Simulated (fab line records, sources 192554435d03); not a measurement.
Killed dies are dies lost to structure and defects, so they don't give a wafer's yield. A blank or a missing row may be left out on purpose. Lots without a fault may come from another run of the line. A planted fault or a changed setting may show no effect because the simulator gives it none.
Which tool did it? | flow n5_finfet | 21 lots, 63 wafers sampled, at 6 steps of a route of 1938

WHAT THE GAUGES READ, wafer by wafer
The record holds no reading of a measuring or inspecting step that can be judged against a usual standard deviation.

WHICH TOOL RAN EACH LOT (tool, then ch and the chambers of the sampled wafers, then the start)
lot  | N5_HKMG_FIN_W_FILL_22         | N5_GATE_CUT_STRIP_59               | N5_GATE_CUT_DESCUM_18              | N5_GATE_CUT_STRIP_42               | N5_GATE_CUT_ETCH_47               | N5_GATE_CUT_VAPOR_ETCH_48
L074 | cvd_w-01 ch 0,1, day 4 07:43  | rie_diel-01 ch 0,1,2, day 4 08:58  | rie_diel-02 ch 0,2, day 4 12:16    | rie_diel-02 ch 0,2, day 4 12:31    | rie_metal-02 ch 0,1, day 4 12:49  | rie_metal-02 ch 0,1, day 4 12:51
L075 | cvd_w-02 ch 0,1, day 4 10:29  | rie_diel-06 ch 1,2,3, day 4 11:57  | rie_diel-01 ch 0,1,3, day 4 15:36  | rie_diel-01 ch 0,1,3, day 4 15:50  | rie_metal-02 ch 0,1, day 4 16:08  | rie_metal-02 ch 0,1, day 4 16:10
L079 | cvd_w-02 ch 0,1, day 5 13:02  | rie_diel-01 ch 0,1,3, day 5 14:23  | rie_diel-01 ch 0,2, day 5 17:40    | rie_diel-01 ch 0,2, day 5 17:54    | rie_metal-01 ch 0,1, day 5 18:12  | rie_metal-01 ch 0,1, day 5 18:14
L080 | cvd_w-01 ch 0,1, day 5 21:45  | rie_diel-02 ch 0,1,2, day 5 22:59  | rie_diel-06 ch 1,2, day 6 02:31    | rie_diel-06 ch 1,2, day 6 02:46    | rie_metal-02 ch 0,1, day 6 03:04  | rie_metal-02 ch 0,1, day 6 03:06
L081 | cvd_w-02 ch 0,1, day 6 05:44  | rie_diel-06 ch 0,1,3, day 6 07:03  | rie_diel-06 ch 0,1,3, day 6 10:31  | rie_diel-06 ch 0,1,3, day 6 10:46  | rie_metal-03 ch 0,1, day 6 11:04  | rie_metal-03 ch 0,1, day 6 11:06
L082 | cvd_w-02 ch 0,1, day 6 08:00  | rie_diel-02 ch 0,1, day 6 09:14    | rie_diel-01 ch 1,2, day 6 12:32    | rie_diel-01 ch 1,2, day 6 12:47    | rie_metal-03 ch 0,1, day 6 13:05  | rie_metal-03 ch 0,1, day 6 13:07
L083 | cvd_w-02 ch 0, day 6 13:58    | rie_diel-06 ch 0,1, day 6 15:14    | rie_diel-06 ch 0,2,3, day 6 18:41  | rie_diel-06 ch 0,2,3, day 6 18:55  | rie_metal-03 ch 0,1, day 6 19:13  | rie_metal-03 ch 0,1, day 6 19:15
L084 | cvd_w-01 ch 0,1, day 6 17:52  | rie_diel-02 ch 0,1,2, day 6 19:07  | rie_diel-02 ch 0,2, day 6 23:02    | rie_diel-02 ch 0,2, day 6 23:17    | rie_metal-01 ch 0,1, day 6 23:35  | rie_metal-01 ch 0,1, day 6 23:37
L085 | cvd_w-02 ch 0,1, day 7 09:43  | rie_diel-06 ch 0,1,2, day 7 10:58  | rie_diel-06 ch 1,2, day 7 14:28    | rie_diel-06 ch 1,2, day 7 14:43    | rie_metal-01 ch 0,1, day 7 15:01  | rie_metal-01 ch 0,1, day 7 15:03
L086 | cvd_w-02 ch 0,1, day 7 10:20  | rie_diel-02 ch 0,1,2, day 7 11:35  | rie_diel-02 ch 1,2,3, day 7 14:52  | rie_diel-02 ch 1,2,3, day 7 15:07  | rie_metal-02 ch 0,1, day 7 15:25  | rie_metal-02 ch 0,1, day 7 15:26
L087 | cvd_w-02 ch 0,1, day 7 15:05  | rie_diel-06 ch 2,3, day 7 16:20    | rie_diel-01 ch 0,1,3, day 7 20:30  | rie_diel-01 ch 0,1,3, day 7 20:44  | rie_metal-01 ch 0,1, day 7 21:02  | rie_metal-01 ch 0,1, day 7 21:04
L089 | cvd_w-02 ch 0, day 8 01:46    | rie_diel-06 ch 0,1,2, day 8 03:03  | rie_diel-01 ch 0,2,3, day 8 06:20  | rie_diel-01 ch 0,2,3, day 8 06:35  | rie_metal-02 ch 0,1, day 8 06:53  | rie_metal-02 ch 0,1, day 8 06:55
L088 | cvd_w-01 ch 0,1, day 8 07:01  | rie_diel-06 ch 0,2,3, day 8 08:15  | rie_diel-06 ch 0,1,3, day 8 11:40  | rie_diel-06 ch 0,1,3, day 8 11:55  | rie_metal-02 ch 0, day 8 12:12    | rie_metal-02 ch 0, day 8 12:14
L090 | cvd_w-01 ch 0,1, day 8 09:07  | rie_diel-01 ch 0,2, day 8 10:31    | rie_diel-02 ch 1,2, day 8 13:59    | rie_diel-02 ch 1,2, day 8 14:14    | rie_metal-01 ch 0,1, day 8 14:32  | rie_metal-01 ch 0,1, day 8 14:34
L091 | cvd_w-02 ch 0,1, day 8 10:38  | rie_diel-01 ch 2,3, day 8 12:03    | rie_diel-06 ch 1,3, day 8 16:31    | rie_diel-06 ch 1,3, day 8 16:46    | rie_metal-03 ch 0,1, day 8 17:04  | rie_metal-03 ch 0,1, day 8 17:06
L092 | cvd_w-02 ch 0,1, day 8 21:26  | rie_diel-01 ch 1,2, day 8 22:41    | rie_diel-06 ch 0,3, day 9 02:27    | rie_diel-06 ch 0,3, day 9 02:41    | rie_metal-03 ch 0,1, day 9 03:02  | rie_metal-03 ch 0,1, day 9 03:05
L093 | cvd_w-02 ch 1, day 9 03:56    | rie_diel-02 ch 1,3, day 9 05:20    | rie_diel-06 ch 0,2, day 9 08:49    | rie_diel-06 ch 0,2, day 9 09:04    | rie_metal-02 ch 1, day 9 09:22    | rie_metal-02 ch 1, day 9 09:24
L094 | cvd_w-01 ch 0,1, day 9 07:25  | rie_diel-01 ch 0,2,3, day 9 08:40  | rie_diel-06 ch 2,3, day 9 11:58    | rie_diel-06 ch 2,3, day 9 12:12    | rie_metal-02 ch 0,1, day 9 12:30  | rie_metal-02 ch 0,1, day 9 12:32
L095 | cvd_w-01 ch 0,1, day 9 16:55  | rie_diel-02 ch 0,3, day 9 18:09    | rie_diel-06 ch 1,2,3, day 9 21:58  | rie_diel-06 ch 1,2,3, day 9 22:13  | rie_metal-02 ch 0,1, day 9 22:31  | rie_metal-02 ch 0,1, day 9 22:33
L096 | cvd_w-02 ch 0,1, day 9 19:33  | rie_diel-02 ch 0,1,2, day 9 20:47  | rie_diel-01 ch 2,3, day 10 00:07   | rie_diel-01 ch 2,3, day 10 00:22   | rie_metal-02 ch 0,1, day 10 00:40 | rie_metal-02 ch 0,1, day 10 00:41
L097 | cvd_w-01 ch 0,1, day 10 04:04 | rie_diel-06 ch 0,1,3, day 10 05:19 | rie_diel-01 ch 0,2,3, day 10 08:44 | rie_diel-01 ch 0,2,3, day 10 08:59 | rie_metal-01 ch 0,1, day 10 09:16 | rie_metal-01 ch 0,1, day 10 09:18
- N5_HKMG_FIN_W_FILL_22: material W, target thk 60 nm, time 18.2 s.
- N5_GATE_CUT_STRIP_59: strips in N2/H2, time 20 s.
- N5_GATE_CUT_DESCUM_18: chemistry O2, time 7 s.
- N5_GATE_CUT_STRIP_42: strips in O2.
- N5_GATE_CUT_ETCH_47: etches SiO2 in Cl2/BCl3, target depth 10 nm.
- N5_GATE_CUT_VAPOR_ETCH_48: etches TiN in BCl3/Cl2.

WHAT THE TOOLS THEMSELVES READ (means of the sampled wafers that have a number; where no wafer has one, the mark that the record gives instead)
N5_HKMG_FIN_W_FILL_22. Usual: chamber_pressure_Torr 39.39 Torr, standard deviation 0.086; heater_power_w 860 W, standard deviation 36; throttle_valve_pct 19.2 %, standard deviation 1.1.
lot  | tool     | chamber_pressure_Torr (Torr) | heater_power_w (W) | throttle_valve_pct (%) | flag
L074 | cvd_w-01 | 39.41                        | 840                | 19.6                   |
L075 | cvd_w-02 | 39.34                        | 861                | 18.7                   |
L079 | cvd_w-02 | 39.36                        | 853                | 18.4                   |
L080 | cvd_w-01 | 39.52                        | 836                | 19.8                   |
L081 | cvd_w-02 | 39.34                        | 876                | 18.8                   |
L082 | cvd_w-02 | 39.42                        | 877                | 18.4                   |
L083 | cvd_w-02 | 39.50                        | 907                | 19.3                   |
L084 | cvd_w-01 | 39.37                        | 826                | 20.3                   |
L085 | cvd_w-02 | 39.39                        | 885                | 18.9                   |
L086 | cvd_w-02 | 39.33                        | 876                | 19.0                   |
L087 | cvd_w-02 | 39.37                        | 887                | 19.0                   |
L089 | cvd_w-02 | 39.45                        | 895                | 19.5                   |
L088 | cvd_w-01 | 39.45                        | 829                | 20.5                   |
L090 | cvd_w-01 | 39.41                        | 826                | 20.6                   |
L091 | cvd_w-02 | 39.40                        | 863                | 18.5                   |
L092 | cvd_w-02 | 39.33                        | 878                | 18.5                   |
L093 | cvd_w-02 | 39.38                        | 852                | 17.8                   |
L094 | cvd_w-01 | 39.37                        | 828                | 20.6                   |
L095 | cvd_w-01 | 39.36                        | 843                | 20.6                   |
L096 | cvd_w-02 | 39.41                        | 867                | 18.7                   |
L097 | cvd_w-01 | 39.30                        | 833                | 20.4                   |

N5_GATE_CUT_STRIP_59. Usual: bias_power_w 3.001 W, standard deviation 0.0092; drypump_motor_current_A 5.53 A, standard deviation 0.27; oes_product_au 0.77 a.u., standard deviation 0.082; rf_vpp_V 45.3 V, standard deviation 0.87; showerhead_plenum_p_Torr 3.40 Torr, standard deviation 0.1; throttle_valve_pct 12.20 %, standard deviation 0.3.
lot  | tool        | bias_power_w (W) | drypump_motor_current_A (A) | oes_product_au (a.u.) | rf_vpp_V (V) | showerhead_plenum_p_Torr (Torr) | throttle_valve_pct (%) | flag
L074 | rie_diel-01 | 3.014            | 5.55                        | 0.73                  | 45.1         | 3.40                            | 12.33                  |
L075 | rie_diel-06 | 2.998            | 5.57                        | 0.78                  | 45.6         | 3.48                            | 12.06                  |
L079 | rie_diel-01 | 2.992            | 5.36                        | 0.79                  | 45.4         | 3.38                            | 12.18                  |
L080 | rie_diel-02 | 2.995            | 5.54                        | 0.81                  | 44.6         | 3.40                            | 12.04                  |
L081 | rie_diel-06 | 2.998            | 5.66                        | 0.77                  | 44.8         | 3.42                            | 12.16                  |
L082 | rie_diel-02 | 3.012            | 5.48                        | 0.79                  | 45.3         | 3.36                            | 12.17                  |
L083 | rie_diel-06 | 3.000            | 5.65                        | 0.70                  | 44.9         | 3.35                            | 12.41                  |
L084 | rie_diel-02 | 3.008            | 5.54                        | 0.79                  | 44.7         | 3.40                            | 12.05                  |
L085 | rie_diel-06 | 2.999            | 5.52                        | 0.71                  | 45.1         | 3.40                            | 12.36                  |
L086 | rie_diel-02 | 3.009            | 5.55                        | 0.80                  | 45.1         | 3.40                            | 12.08                  |
L087 | rie_diel-06 | 3.005            | 5.59                        | 0.78                  | 45.8         | 3.53                            | 12.09                  |
L089 | rie_diel-06 | 2.998            | 5.50                        | 0.70                  | 44.6         | 3.40                            | 12.37                  |
L088 | rie_diel-06 | 2.996            | 5.71                        | 0.76                  | 45.2         | 3.47                            | 12.16                  |
L090 | rie_diel-01 | 3.008            | 5.55                        | 0.73                  | 45.7         | 3.31                            | 12.38                  |
L091 | rie_diel-01 | 2.995            | 5.38                        | 0.79                  | 45.1         | 3.42                            | 12.33                  |
L092 | rie_diel-01 | 3.005            | 5.58                        | 0.90                  | 45.0         | 3.46                            | 11.99                  |
L093 | rie_diel-02 | 2.996            | 5.56                        | 0.79                  | 44.3         | 3.27                            | 12.13                  |
L094 | rie_diel-01 | 3.010            | 5.46                        | 0.76                  | 45.0         | 3.37                            | 12.38                  |
L095 | rie_diel-02 | 3.002            | 5.26                        | 0.72                  | 45.5         | 3.31                            | 12.36                  |
L096 | rie_diel-02 | 3.001            | 5.55                        | 0.77                  | 45.2         | 3.39                            | 12.12                  |
L097 | rie_diel-06 | 2.998            | 5.68                        | 0.73                  | 45.7         | 3.40                            | 12.24                  |

N5_GATE_CUT_DESCUM_18. Usual: bias_power_w 20.01 W, standard deviation 0.065; drypump_motor_current_A 5.53 A, standard deviation 0.25; oes_product_au 0.76 a.u., standard deviation 0.077; rf_fwd_power_W 49.31 W, standard deviation 0.23; rf_vpp_V 243.3 V, standard deviation 1.2; showerhead_plenum_p_Torr 2.11 Torr, standard deviation 0.067; throttle_valve_pct 20.45 %, standard deviation 0.24.
lot  | tool        | bias_power_w (W) | drypump_motor_current_A (A) | oes_product_au (a.u.) | rf_fwd_power_W (W) | rf_vpp_V (V) | showerhead_plenum_p_Torr (Torr) | throttle_valve_pct (%) | flag
L074 | rie_diel-02 | 20.09            | 5.36                        | 0.76                  | 49.30              | 244.1        | 2.16                            | 20.37                  |
L075 | rie_diel-01 | 19.98            | 5.35                        | 0.80                  | 49.22              | 243.1        | 2.11                            | 20.53                  |
L079 | rie_diel-01 | 20.00            | 5.52                        | 0.74                  | 49.44              | 241.9        | 2.07                            | 20.65                  |
L080 | rie_diel-06 | 20.09            | 5.32                        | 0.71                  | 49.21              | 243.3        | 2.11                            | 20.45                  |
L081 | rie_diel-06 | 20.07            | 5.64                        | 0.77                  | 49.28              | 243.7        | 2.12                            | 20.38                  |
L082 | rie_diel-01 | 19.99            | 5.58                        | 0.70                  | 49.61              | 243.4        | 2.16                            | 20.54                  |
L083 | rie_diel-06 | 20.02            | 5.69                        | 0.78                  | 49.43              | 244.1        | 2.16                            | 20.29                  |
L084 | rie_diel-02 | 20.00            | 5.35                        | 0.75                  | 49.40              | 243.2        | 2.16                            | 20.40                  |
L085 | rie_diel-06 | 20.00            | 5.41                        | 0.72                  | 49.07              | 244.0        | 2.14                            | 20.36                  |
L086 | rie_diel-02 | 20.02            | 5.61                        | 0.82                  | 49.25              | 242.5        | 2.06                            | 20.29                  |
L087 | rie_diel-01 | 20.06            | 5.36                        | 0.78                  | 49.27              | 243.3        | 2.10                            | 20.55                  |
L089 | rie_diel-01 | 20.02            | 5.43                        | 0.77                  | 49.26              | 242.4        | 2.10                            | 20.71                  |
L088 | rie_diel-06 | 20.05            | 5.67                        | 0.75                  | 49.20              | 243.6        | 2.11                            | 20.43                  |
L090 | rie_diel-02 | 20.00            | 5.79                        | 0.84                  | 49.41              | 242.5        | 2.09                            | 20.14                  |
L091 | rie_diel-06 | 19.97            | 5.49                        | 0.75                  | 49.41              | 243.1        | 2.12                            | 20.42                  |
L092 | rie_diel-06 | 20.07            | 5.84                        | 0.75                  | 49.35              | 243.3        | 2.11                            | 20.42                  |
L093 | rie_diel-06 | 19.99            | 5.67                        | 0.71                  | 49.08              | 243.3        | 2.09                            | 20.47                  |
L094 | rie_diel-06 | 20.00            | 5.58                        | 0.77                  | 49.31              | 245.2        | 2.19                            | 20.22                  |
L095 | rie_diel-06 | 19.99            | 5.54                        | 0.75                  | 49.55              | 243.3        | 2.15                            | 20.33                  |
L096 | rie_diel-01 | 19.93            | 5.37                        | 0.79                  | 49.28              | 243.4        | 2.14                            | 20.76                  |
L097 | rie_diel-01 | 20.05            | 5.43                        | 0.75                  | 49.22              | 243.8        | 2.10                            | 20.73                  |

N5_GATE_CUT_STRIP_42. Usual: drypump_motor_current_A 5.53 A, standard deviation 0.25; oes_product_au 0.76 a.u., standard deviation 0.077; rf_vpp_V 3.6 V, standard deviation 0.46; showerhead_plenum_p_Torr 2.12 Torr, standard deviation 0.067; throttle_valve_pct 16.69 %, standard deviation 0.24.
lot  | tool        | drypump_motor_current_A (A) | oes_product_au (a.u.) | rf_vpp_V (V) | showerhead_plenum_p_Torr (Torr) | throttle_valve_pct (%) | flag
L074 | rie_diel-02 | 5.34                        | 0.76                  | 3.7          | 2.17                            | 16.62                  |
L075 | rie_diel-01 | 5.35                        | 0.80                  | 3.7          | 2.11                            | 16.73                  |
L079 | rie_diel-01 | 5.52                        | 0.74                  | 3.6          | 2.07                            | 16.88                  |
L080 | rie_diel-06 | 5.34                        | 0.72                  | 3.5          | 2.11                            | 16.71                  |
L081 | rie_diel-06 | 5.65                        | 0.76                  | 3.5          | 2.12                            | 16.64                  |
L082 | rie_diel-01 | 5.55                        | 0.70                  | 3.9          | 2.17                            | 16.82                  |
L083 | rie_diel-06 | 5.70                        | 0.77                  | 3.7          | 2.16                            | 16.54                  |
L084 | rie_diel-02 | 5.35                        | 0.75                  | 3.4          | 2.16                            | 16.65                  |
L085 | rie_diel-06 | 5.38                        | 0.72                  | 3.3          | 2.15                            | 16.62                  |
L086 | rie_diel-02 | 5.63                        | 0.82                  | 3.9          | 2.06                            | 16.53                  |
L087 | rie_diel-01 | 5.36                        | 0.77                  | 3.6          | 2.11                            | 16.77                  |
L089 | rie_diel-01 | 5.43                        | 0.76                  | 3.4          | 2.10                            | 16.93                  |
L088 | rie_diel-06 | 5.67                        | 0.75                  | 3.9          | 2.12                            | 16.68                  |
L090 | rie_diel-02 | 5.80                        | 0.83                  | 3.2          | 2.10                            | 16.38                  |
L091 | rie_diel-06 | 5.49                        | 0.74                  | 3.3          | 2.12                            | 16.68                  |
L092 | rie_diel-06 | 5.82                        | 0.75                  | 3.7          | 2.12                            | 16.68                  |
L093 | rie_diel-06 | 5.67                        | 0.70                  | 3.7          | 2.10                            | 16.74                  |
L094 | rie_diel-06 | 5.59                        | 0.77                  | 3.6          | 2.19                            | 16.49                  |
L095 | rie_diel-06 | 5.54                        | 0.75                  | 4.0          | 2.16                            | 16.59                  |
L096 | rie_diel-01 | 5.35                        | 0.78                  | 4.2          | 2.14                            | 16.99                  |
L097 | rie_diel-01 | 5.43                        | 0.75                  | 3.7          | 2.10                            | 16.96                  |

N5_GATE_CUT_ETCH_47. Usual: drypump_motor_current_A 5.4 A, standard deviation 0.45; mfc_cl2_sccm 53.25 sccm, standard deviation 0.17; oes_product_au 0.77 a.u., standard deviation 0.067; rf_fwd_power_W 978 W, standard deviation 4.8; throttle_valve_pct 22.70 %, standard deviation 0.3.
lot  | tool         | drypump_motor_current_A (A) | mfc_cl2_sccm (sccm) | oes_product_au (a.u.) | rf_fwd_power_W (W) | throttle_valve_pct (%) | flag
L074 | rie_metal-02 | 5.8                         | 53.25               | 0.82                  | 977                | 22.57                  |
L075 | rie_metal-02 | 5.8                         | 53.21               | 0.81                  | 979                | 22.57                  |
L079 | rie_metal-01 | 5.0                         | 53.05               | 0.85                  | 976                | 22.43                  |
L080 | rie_metal-02 | 5.8                         | 53.11               | 0.80                  | 978                | 22.57                  |
L081 | rie_metal-03 | 5.5                         | 53.41               | 0.68                  | 973                | 23.16                  |
L082 | rie_metal-03 | 5.5                         | 53.31               | 0.67                  | 977                | 23.16                  |
L083 | rie_metal-03 | 5.2                         | 53.28               | 0.69                  | 978                | 22.97                  |
L084 | rie_metal-01 | 4.9                         | 53.23               | 0.78                  | 982                | 22.53                  |
L085 | rie_metal-01 | 5.0                         | 53.12               | 0.83                  | 981                | 22.45                  |
L086 | rie_metal-02 | 5.9                         | 53.08               | 0.80                  | 976                | 22.57                  |
L087 | rie_metal-01 | 5.0                         | 53.39               | 0.82                  | 983                | 22.44                  |
L089 | rie_metal-02 | 5.6                         | 53.25               | 0.80                  | 974                | 22.70                  |
L088 | rie_metal-02 | 5.5                         | 53.32               | 0.78                  | 979                | 22.81                  |
L090 | rie_metal-01 | 4.9                         | 53.38               | 0.77                  | 985                | 22.54                  |
L091 | rie_metal-03 | 5.2                         | 53.32               | 0.67                  | 977                | 22.99                  |
L092 | rie_metal-03 | 5.5                         | 53.42               | 0.66                  | 973                | 23.16                  |
L093 | rie_metal-02 | 6.0                         | 53.25               | 0.79                  | 975                | 22.48                  |
L094 | rie_metal-02 | 5.8                         | 53.25               | 0.78                  | 975                | 22.59                  |
L095 | rie_metal-02 | 5.8                         | 53.30               | 0.78                  | 974                | 22.60                  |
L096 | rie_metal-02 | 5.8                         | 53.22               | 0.78                  | 978                | 22.60                  |
L097 | rie_metal-01 | 5.0                         | 53.08               | 0.79                  | 981                | 22.46                  |

N5_GATE_CUT_VAPOR_ETCH_48. Usual: drypump_motor_current_A 5.4 A, standard deviation 0.45; oes_product_au 0.77 a.u., standard deviation 0.065.
lot  | tool         | drypump_motor_current_A (A) | oes_product_au (a.u.) | flag
L074 | rie_metal-02 | 5.8                         | 0.81                  |
L075 | rie_metal-02 | 5.8                         | 0.81                  |
L079 | rie_metal-01 | 5.0                         | 0.85                  |
L080 | rie_metal-02 | 5.8                         | 0.80                  |
L081 | rie_metal-03 | 5.5                         | 0.67                  |
L082 | rie_metal-03 | 5.5                         | 0.68                  |
L083 | rie_metal-03 | 5.1                         | 0.69                  |
L084 | rie_metal-01 | 4.9                         | 0.77                  |
L085 | rie_metal-01 | 5.0                         | 0.81                  |
L086 | rie_metal-02 | 5.8                         | 0.79                  |
L087 | rie_metal-01 | 5.0                         | 0.81                  |
L089 | rie_metal-02 | 5.7                         | 0.79                  |
L088 | rie_metal-02 | 5.5                         | 0.78                  |
L090 | rie_metal-01 | 4.9                         | 0.77                  |
L091 | rie_metal-03 | 5.1                         | 0.68                  |
L092 | rie_metal-03 | 5.5                         | 0.66                  |
L093 | rie_metal-02 | 6.0                         | 0.79                  |
L094 | rie_metal-02 | 5.8                         | 0.78                  |
L095 | rie_metal-02 | 5.8                         | 0.79                  |
L096 | rie_metal-02 | 5.8                         | 0.78                  |
L097 | rie_metal-01 | 5.0                         | 0.80                  |

THE ANSWER, worked out from the rows above alone
Rule: a lot is off if the mean of its wafers that have a number lies more than 3 standard deviations from the usual mean. A lot without any number at a reading at which 4 lots or more have one is off too. The other lots that the step has rows for count as sound. The gauges are gone through in route order, then the tools' own readings, and for those a lot's mean is taken as printed above. The first step at which some lot is off is used, and at that step the reading that is off furthest; a lot without a number counts as furthest.
No lot is off at any reading shown: from this, nothing can be told.

WHAT THE SIMULATOR HAD PUT IN
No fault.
